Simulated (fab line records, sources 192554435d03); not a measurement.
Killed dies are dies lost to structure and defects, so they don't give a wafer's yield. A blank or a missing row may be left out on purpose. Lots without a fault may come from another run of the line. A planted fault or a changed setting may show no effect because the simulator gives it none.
Which tool did it? | flow n5_finfet | 23 lots, 69 wafers sampled, at 6 steps of a route of 1938

WHAT THE GAUGES READ, wafer by wafer
The record holds no reading of a measuring or inspecting step that can be judged against a usual standard deviation.

WHICH TOOL RAN EACH LOT (tool, then ch and the chambers of the sampled wafers, then the start)
lot  | N5_BEOL_M0_SAQP_HM_DEP_02    | N5_BEOL_M0_SAQP_PECVD_96        | N5_BEOL_M0_SAQP_PECVD_04        | N5_BEOL_M0_SAQP_MANDREL2_REMOVE_110 | N5_BEOL_M0_SAQP_CUT_ETCH_46        | N5_BEOL_M0_SAQP_STRIP_75
L074 | pvd_sputter-02, day 5 13:36  | pecvd-04 ch 0,1,2, day 5 13:45  | pecvd-04 ch 0,1,2, day 5 13:50  | rie_si-06 ch 0,2, day 5 18:37       | rie_diel-01 ch 1,2, day 5 19:19    | rie_diel-06 ch 1,3, day 5 20:09
L075 | pvd_sputter-02, day 5 16:45  | pecvd-02 ch 1,2, day 5 16:55    | pecvd-02 ch 1,2, day 5 17:03    | rie_si-06 ch 2,3, day 5 21:53       | rie_diel-06 ch 0,2, day 5 22:38    | rie_diel-06 ch 1,2,3, day 5 23:27
L076 | pvd_sputter-03, day 6 00:25  | pecvd-04 ch 0,2, day 6 00:34    | pecvd-04 ch 0,2, day 6 00:39    | rie_si-05 ch 0,2,3, day 6 06:14     | rie_diel-06 ch 0,1, day 6 06:59    | rie_diel-01 ch 1,3, day 6 07:49
L077 | pvd_sputter-03, day 6 01:27  | pecvd-04 ch 0,1, day 6 01:36    | pecvd-04 ch 0,1, day 6 01:41    | rie_si-02 ch 0,2,3, day 6 06:50     | rie_diel-06 ch 1,2, day 6 07:28    | rie_diel-06 ch 1,2,3, day 6 08:17
L078 | pvd_sputter-03, day 6 11:45  | pecvd-04 ch 0,2, day 6 11:54    | pecvd-04 ch 0,2, day 6 11:59    | rie_si-05 ch 0,1,3, day 6 16:04     | rie_diel-04 ch 0,2, day 6 16:49    | rie_diel-04 ch 0,3, day 6 17:38
L079 | pvd_sputter-03, day 6 18:14  | pecvd-03 ch 0,1, day 6 18:23    | pecvd-03 ch 0,1, day 6 18:28    | rie_si-06 ch 0,2,3, day 6 22:17     | rie_diel-04 ch 1,2, day 6 22:58    | rie_diel-06 ch 1,3, day 6 23:48
L081 | pvd_sputter-03, day 7 04:46  | pecvd-02 ch 0,1,2, day 7 04:55  | pecvd-02 ch 0,1,2, day 7 05:00  | rie_si-05 ch 0,2, day 7 12:14       | rie_diel-06 ch 1,3, day 7 13:32    | rie_diel-04 ch 1,2, day 7 14:22
L082 | pvd_sputter-01, day 7 09:11  | pecvd-02 ch 1,2, day 7 09:21    | pecvd-02 ch 1,2, day 7 09:26    | rie_si-06 ch 0,3, day 7 15:20       | rie_diel-06 ch 0,1,2, day 7 16:13  | rie_diel-04 ch 1,3, day 7 17:08
L083 | pvd_sputter-02, day 7 16:31  | pecvd-04 ch 0,1,2, day 7 16:40  | pecvd-04 ch 0,1,2, day 7 16:45  | rie_si-06 ch 0,2,3, day 7 23:02     | rie_diel-06 ch 0,3, day 8 00:45    | rie_diel-06 ch 1,3, day 8 01:58
L084 | pvd_sputter-01, day 8 03:27  | pecvd-04 ch 0,1, day 8 03:36    | pecvd-04 ch 0,1, day 8 03:41    | rie_si-06 ch 0,1,2, day 8 08:01     | rie_diel-06 ch 0,2,3, day 8 08:46  | rie_diel-01 ch 0,1,3, day 8 09:51
L085 | pvd_sputter-02, day 8 08:47  | pecvd-02 ch 0,1,2, day 8 08:56  | pecvd-02 ch 0,1,2, day 8 09:01  | rie_si-06 ch 1,2,3, day 8 15:05     | rie_diel-04 ch 0,2, day 8 15:43    | rie_diel-06 ch 0,1, day 8 17:04
L086 | pvd_sputter-01, day 8 18:14  | pecvd-02 ch 0,1,2, day 8 18:23  | pecvd-02 ch 0,1,2, day 8 18:29  | rie_si-02 ch 0,2,3, day 8 22:42     | rie_diel-01 ch 1,2,3, day 8 23:20  | rie_diel-01 ch 1,2, day 9 00:10
L087 | pvd_sputter-02, day 9 00:58  | pecvd-02 ch 0,1,2, day 9 01:07  | pecvd-02 ch 0,1,2, day 9 01:11  | rie_si-05 ch 2,3, day 9 05:11       | rie_diel-06 ch 1,2,3, day 9 05:56  | rie_diel-04 ch 1,2,3, day 9 07:25
L088 | pvd_sputter-02, day 9 04:19  | pecvd-04 ch 0,1, day 9 04:29    | pecvd-04 ch 0,1, day 9 04:37    | rie_si-02 ch 0,3, day 9 09:28       | rie_diel-01 ch 0,1, day 9 10:18    | rie_diel-01 ch 0,2,3, day 9 11:13
L089 | pvd_sputter-02, day 9 12:23  | pecvd-03 ch 0,1,2, day 9 12:33  | pecvd-03 ch 0,1,2, day 9 12:38  | rie_si-05 ch 1,2,3, day 9 16:33     | rie_diel-01 ch 0,1, day 9 17:19    | rie_diel-04 ch 0,1,2, day 9 18:08
L090 | pvd_sputter-03, day 9 15:43  | pecvd-03 ch 0,2, day 9 15:52    | pecvd-03 ch 0,2, day 9 15:58    | rie_si-05 ch 0,1,3, day 9 21:23     | rie_diel-01 ch 0,1,3, day 9 22:01  | rie_diel-04 ch 2,3, day 9 22:54
L091 | pvd_sputter-01, day 9 19:17  | pecvd-02 ch 1,2, day 9 19:26    | pecvd-02 ch 1,2, day 9 19:31    | rie_si-02 ch 0,1,3, day 10 00:11    | rie_diel-06 ch 2,3, day 10 00:49   | rie_diel-06 ch 0,1,2, day 10 01:55
L092 | pvd_sputter-01, day 10 08:10 | pecvd-03 ch 0,2, day 10 08:19   | pecvd-03 ch 0,2, day 10 08:23   | rie_si-06 ch 0,1,3, day 10 12:47    | rie_diel-06 ch 0,3, day 10 13:32   | rie_diel-04 ch 0,1, day 10 15:00
L093 | pvd_sputter-01, day 10 09:44 | pecvd-03 ch 0,2, day 10 09:53   | pecvd-03 ch 0,2, day 10 09:58   | rie_si-05 ch 0,2,3, day 10 13:53    | rie_diel-04 ch 0,2,3, day 10 14:38 | rie_diel-01 ch 2,3, day 10 15:31
L094 | pvd_sputter-02, day 10 15:58 | pecvd-03 ch 0,1, day 10 16:07   | pecvd-03 ch 0,1, day 10 16:12   | rie_si-06 ch 1,2, day 10 21:17      | rie_diel-04 ch 0,1, day 10 21:54   | rie_diel-01 ch 0,3, day 10 22:44
L095 | pvd_sputter-02, day 11 03:54 | pecvd-04 ch 0,1,2, day 11 04:03 | pecvd-04 ch 0,1,2, day 11 04:08 | rie_si-05 ch 0,1,2, day 11 08:32    | rie_diel-04 ch 0,1,2, day 11 09:10 | rie_diel-01 ch 0,3, day 11 09:59
L096 | pvd_sputter-03, day 11 07:36 | pecvd-03 ch 0,1,2, day 11 07:45 | pecvd-03 ch 0,1,2, day 11 07:50 | rie_si-05 ch 0,2,3, day 11 11:56    | rie_diel-06 ch 0,2, day 11 12:34   | rie_diel-04 ch 0,2, day 11 13:23
L097 | pvd_sputter-01, day 11 13:31 | pecvd-04 ch 1,2, day 11 13:40   | pecvd-04 ch 1,2, day 11 13:44   | rie_si-06 ch 0,1,3, day 11 17:29    | rie_diel-01 ch 0,3, day 11 18:07   | rie_diel-06 ch 0,2, day 11 18:58
- N5_BEOL_M0_SAQP_HM_DEP_02: deposits TiN, target thk 12 nm.
- N5_BEOL_M0_SAQP_PECVD_96: deposits a-Si from SiH4/He, target thk 45 nm, time 45.2 s.
- N5_BEOL_M0_SAQP_PECVD_04: deposits a-Si from SiH4/He, target thk 60 nm, time 60.2 s.
- N5_BEOL_M0_SAQP_MANDREL2_REMOVE_110: chemistry HBr/Cl2/O2, target a-Si, stops on SiCN, bt time 10 s.
- N5_BEOL_M0_SAQP_CUT_ETCH_46: etches SOC in N2/H2, target depth 135 nm, overetch 27 nm, time 202.5 s.
- N5_BEOL_M0_SAQP_STRIP_75: strips in CF4.

WHAT THE TOOLS THEMSELVES READ (means of the sampled wafers that have a number; where no wafer has one, the mark that the record gives instead)
N5_BEOL_M0_SAQP_HM_DEP_02.
lot  | tool           | throttle_valve_pct (%)
L074 | pvd_sputter-02 | 30.4
L075 | pvd_sputter-02 | 31.1
L076 | pvd_sputter-03 | 30.9
L077 | pvd_sputter-03 | 30.0
L078 | pvd_sputter-03 | 29.7
L079 | pvd_sputter-03 | 29.7
L081 | pvd_sputter-03 | 29.4
L082 | pvd_sputter-01 | 28.8
L083 | pvd_sputter-02 | 29.7
L084 | pvd_sputter-01 | 29.7
L085 | pvd_sputter-02 | 29.7
L086 | pvd_sputter-01 | 30.7
L087 | pvd_sputter-02 | 29.4
L088 | pvd_sputter-02 | 31.1
L089 | pvd_sputter-02 | 30.2
L090 | pvd_sputter-03 | 29.5
L091 | pvd_sputter-01 | 30.3
L092 | pvd_sputter-01 | 29.2
L093 | pvd_sputter-01 | 30.4
L094 | pvd_sputter-02 | 30.6
L095 | pvd_sputter-02 | 30.6
L096 | pvd_sputter-03 | 29.4
L097 | pvd_sputter-01 | 30.5

N5_BEOL_M0_SAQP_PECVD_96.
lot  | tool     | heater_power_w (W) | showerhead_plenum_p_Torr (Torr) | throttle_valve_pct (%)
L074 | pecvd-04 | 627                | 5.68                            | 17.9
L075 | pecvd-02 | 540                | 5.61                            | 18.3
L076 | pecvd-04 | 583                | 5.67                            | 17.2
L077 | pecvd-04 | 611                | 5.68                            | 17.5
L078 | pecvd-04 | 654                | 5.67                            | 17.1
L079 | pecvd-03 | 611                | 5.73                            | 17.9
L081 | pecvd-02 | 578                | 5.65                            | 18.4
L082 | pecvd-02 | 541                | 5.62                            | 18.1
L083 | pecvd-04 | 622                | 5.68                            | 17.7
L084 | pecvd-04 | 644                | 5.67                            | 17.5
L085 | pecvd-02 | 572                | 5.66                            | 18.5
L086 | pecvd-02 | 557                | 5.66                            | 18.4
L087 | pecvd-02 | 595                | 5.65                            | 18.3
L088 | pecvd-04 | 623                | 5.70                            | 18.4
L089 | pecvd-03 | 603                | 5.71                            | 18.2
L090 | pecvd-03 | 637                | 5.72                            | 19.1
L091 | pecvd-02 | 564                | 5.61                            | 18.2
L092 | pecvd-03 | 600                | 5.67                            | 18.4
L093 | pecvd-03 | 603                | 5.66                            | 18.5
L094 | pecvd-03 | 561                | 5.75                            | 19.1
L095 | pecvd-04 | 611                | 5.68                            | 17.7
L096 | pecvd-03 | 606                | 5.70                            | 18.3
L097 | pecvd-04 | 576                | 5.70                            | 18.4

N5_BEOL_M0_SAQP_PECVD_04.
lot  | tool     | heater_power_w (W) | showerhead_plenum_p_Torr (Torr) | throttle_valve_pct (%)
L074 | pecvd-04 | 571                | 5.68                            | 17.9
L075 | pecvd-02 | 515                | 5.62                            | 17.9
L076 | pecvd-04 | 582                | 5.66                            | 17.2
L077 | pecvd-04 | 619                | 5.68                            | 17.5
L078 | pecvd-04 | 652                | 5.66                            | 17.0
L079 | pecvd-03 | 569                | 5.74                            | 17.8
L081 | pecvd-02 | 569                | 5.65                            | 18.3
L082 | pecvd-02 | 568                | 5.62                            | 18.3
L083 | pecvd-04 | 614                | 5.68                            | 17.8
L084 | pecvd-04 | 584                | 5.68                            | 17.6
L085 | pecvd-02 | 575                | 5.66                            | 18.3
L086 | pecvd-02 | 572                | 5.65                            | 18.6
L087 | pecvd-02 | 596                | 5.66                            | 18.4
L088 | pecvd-04 | 565                | 5.69                            | 18.4
L089 | pecvd-03 | 571                | 5.71                            | 18.2
L090 | pecvd-03 | 587                | 5.71                            | 19.1
L091 | pecvd-02 | 551                | 5.62                            | 18.2
L092 | pecvd-03 | 584                | 5.66                            | 18.4
L093 | pecvd-03 | 572                | 5.67                            | 18.4
L094 | pecvd-03 | 630                | 5.75                            | 19.1
L095 | pecvd-04 | 570                | 5.68                            | 17.6
L096 | pecvd-03 | 575                | 5.71                            | 18.2
L097 | pecvd-04 | 544                | 5.70                            | 18.3

N5_BEOL_M0_SAQP_MANDREL2_REMOVE_110.
lot  | tool      | bias_w (W) | drypump_motor_current_A (A) | he_backside_leak_sccm (sccm) | oes_product_au (a.u.) | throttle_valve_pct (%)
L074 | rie_si-06 | 29.93      | 5.8                         | 2.4                          | 1.012                 | 36.4
L075 | rie_si-06 | 30.04      | 5.7                         | 2.6                          | 0.999                 | 36.5
L076 | rie_si-05 | 29.94      | 6.0                         | 2.8                          | 1.017                 | 36.8
L077 | rie_si-02 | 30.08      | 5.8                         | 2.7                          | 0.992                 | 36.6
L078 | rie_si-05 | 29.91      | 5.8                         | 2.8                          | 1.009                 | 36.9
L079 | rie_si-06 | 29.95      | 5.9                         | 2.5                          | 1.010                 | 36.4
L081 | rie_si-05 | 29.92      | 5.9                         | 2.7                          | 1.022                 | 36.5
L082 | rie_si-06 | 29.98      | 6.1                         | 2.5                          | 1.017                 | 36.3
L083 | rie_si-06 | 30.03      | 5.9                         | 2.5                          | 1.003                 | 36.4
L084 | rie_si-06 | 30.04      | 5.8                         | 2.5                          | 1.013                 | 36.5
L085 | rie_si-06 | 30.03      | 5.9                         | 2.6                          | 1.009                 | 36.6
L086 | rie_si-02 | 30.02      | 5.7                         | 2.6                          | 1.003                 | 36.6
L087 | rie_si-05 | 29.86      | 6.0                         | 3.1                          | 1.029                 | 36.8
L088 | rie_si-02 | 29.97      | 5.3                         | 2.8                          | 1.011                 | 36.8
L089 | rie_si-05 | 30.07      | 5.8                         | 3.1                          | 1.013                 | 37.0
L090 | rie_si-05 | 30.05      | 5.8                         | 2.8                          | 1.013                 | 36.9
L091 | rie_si-02 | 30.06      | 5.5                         | 2.7                          | 1.003                 | 36.7
L092 | rie_si-06 | 30.10      | 6.1                         | 2.5                          | 1.017                 | 36.5
L093 | rie_si-05 | 30.02      | 5.9                         | 2.8                          | 1.018                 | 36.8
L094 | rie_si-06 | 30.01      | 5.6                         | 2.5                          | 1.008                 | 36.6
L095 | rie_si-05 | 30.02      | 5.7                         | 2.8                          | 1.015                 | 36.7
L096 | rie_si-05 | 29.99      | 6.0                         | 2.7                          | 1.015                 | 36.8
L097 | rie_si-06 | 29.90      | 6.1                         | 2.5                          | 1.023                 | 36.4

N5_BEOL_M0_SAQP_CUT_ETCH_46.
lot  | tool        | bias_w (W) | drypump_motor_current_A (A) | rf_vpp_V (V) | showerhead_plenum_p_Torr (Torr) | throttle_valve_pct (%)
L074 | rie_diel-01 | 150.3      | 5.9                         | 525          | 2.58                            | 17.94
L075 | rie_diel-06 | 150.0      | 5.1                         | 522          | 2.48                            | 17.98
L076 | rie_diel-06 | 150.0      | 5.6                         | 524          | 2.55                            | 17.90
L077 | rie_diel-06 | 150.2      | 5.3                         | 519          | 2.39                            | 17.86
L078 | rie_diel-04 | 150.3      | 5.7                         | 525          | 2.59                            | 17.57
L079 | rie_diel-04 | 150.4      | 5.7                         | 526          | 2.59                            | 17.79
L081 | rie_diel-06 | 149.7      | 5.9                         | 521          | 2.46                            | 17.87
L082 | rie_diel-06 | 150.3      | 5.3                         | 524          | 2.57                            | 17.79
L083 | rie_diel-06 | 150.3      | 6.0                         | 525          | 2.54                            | 17.94
L084 | rie_diel-06 | 150.3      | 5.5                         | 526          | 2.61                            | 17.83
L085 | rie_diel-04 | 150.0      | 5.5                         | 526          | 2.60                            | 17.69
L086 | rie_diel-01 | 150.2      | 5.8                         | 524          | 2.57                            | 17.89
L087 | rie_diel-06 | 149.9      | 5.5                         | 524          | 2.53                            | 17.79
L088 | rie_diel-01 | 149.6      | 6.3                         | 522          | 2.45                            | 18.07
L089 | rie_diel-01 | 150.3      | 6.3                         | 522          | 2.49                            | 18.05
L090 | rie_diel-01 | 149.9      | 6.2                         | 521          | 2.48                            | 17.99
L091 | rie_diel-06 | 150.2      | 5.3                         | 526          | 2.64                            | 17.72
L092 | rie_diel-06 | 150.2      | 6.0                         | 524          | 2.53                            | 17.97
L093 | rie_diel-04 | 149.9      | 5.7                         | 526          | 2.59                            | 17.75
L094 | rie_diel-04 | 149.6      | 5.3                         | 526          | 2.62                            | 18.04
L095 | rie_diel-04 | 149.8      | 5.5                         | 526          | 2.60                            | 17.95
L096 | rie_diel-06 | 150.0      | 5.1                         | 528          | 2.67                            | 17.77
L097 | rie_diel-01 | 150.5      | 6.1                         | 521          | 2.44                            | 18.04

N5_BEOL_M0_SAQP_STRIP_75.
lot  | tool        | cf4_flow_sccm (sccm) | drypump_motor_current_A (A) | oes_product_au (a.u.) | rf_vpp_V (V) | showerhead_plenum_p_Torr (Torr) | throttle_valve_pct (%)
L074 | rie_diel-06 | 149.3                | 5.9                         | 0.175                 | 269.9        | 1.74                            | 13.61
L075 | rie_diel-06 | 150.1                | 5.5                         | 0.167                 | 269.8        | 1.72                            | 13.68
L076 | rie_diel-01 | 150.6                | 6.1                         | 0.168                 | 271.2        | 1.79                            | 13.68
L077 | rie_diel-06 | 150.2                | 5.5                         | 0.171                 | 268.8        | 1.72                            | 13.69
L078 | rie_diel-04 | 150.2                | 5.8                         | 0.169                 | 272.1        | 1.86                            | 13.70
L079 | rie_diel-06 | 149.9                | 5.7                         | 0.176                 | 268.2        | 1.71                            | 13.54
L081 | rie_diel-04 | 150.2                | 5.6                         | 0.178                 | 272.1        | 1.84                            | 13.80
L082 | rie_diel-04 | 150.4                | 5.8                         | 0.162                 | 272.6        | 1.85                            | 13.85
L083 | rie_diel-06 | 149.8                | 5.9                         | 0.170                 | 270.2        | 1.73                            | 13.66
L084 | rie_diel-01 | 150.1                | 6.2                         | 0.167                 | 270.1        | 1.77                            | 13.80
L085 | rie_diel-06 | 150.2                | 5.6                         | 0.173                 | 271.6        | 1.78                            | 13.70
L086 | rie_diel-01 | 149.6                | 5.9                         | 0.176                 | 271.6        | 1.83                            | 13.78
L087 | rie_diel-04 | 149.8                | 5.8                         | 0.172                 | 272.2        | 1.84                            | 13.76
L088 | rie_diel-01 | 149.5                | 5.7                         | 0.167                 | 270.0        | 1.80                            | 13.79
L089 | rie_diel-04 | 149.9                | 5.6                         | 0.180                 | 271.8        | 1.83                            | 13.71
L090 | rie_diel-04 | 150.2                | 5.9                         | 0.182                 | 271.7        | 1.84                            | 13.58
L091 | rie_diel-06 | 150.0                | 5.3                         | 0.181                 | 270.9        | 1.81                            | 13.58
L092 | rie_diel-04 | 149.9                | 5.4                         | 0.166                 | 271.6        | 1.83                            | 13.92
L093 | rie_diel-01 | 149.8                | 5.4                         | 0.169                 | 271.7        | 1.84                            | 13.72
L094 | rie_diel-01 | 150.1                | 6.1                         | 0.163                 | 270.2        | 1.74                            | 13.90
L095 | rie_diel-01 | 149.6                | 6.0                         | 0.162                 | 270.3        | 1.76                            | 13.79
L096 | rie_diel-04 | 150.4                | 5.5                         | 0.176                 | 272.0        | 1.84                            | 13.61
L097 | rie_diel-06 | 149.7                | 5.3                         | 0.177                 | 272.0        | 1.86                            | 13.73

THE ANSWER, worked out from the rows above alone
Rule: what is usual is taken from the lots themselves. Put in order of their means at a reading, lots are off if they are a third of the lots or fewer, leave a main group of 4 or more, and stand apart from it by a gap of 3 or more times the standard deviation of the main group's means; of several such gaps the widest counts. A main group whose means are all the same, to the digits that the tables above print for the reading, isn't used. A lot without any number at a reading at which 4 lots or more have one is off too. The other lots that the step has rows for count as sound. The gauges are gone through in route order, then the tools' own readings, and for those a lot's mean is taken as printed above. The first step at which some lot is off is used, and at that step the reading that is off furthest; a lot without a number counts as furthest.
No lot is off at any reading shown: from this, nothing can be told.

WHAT THE SIMULATOR HAD PUT IN
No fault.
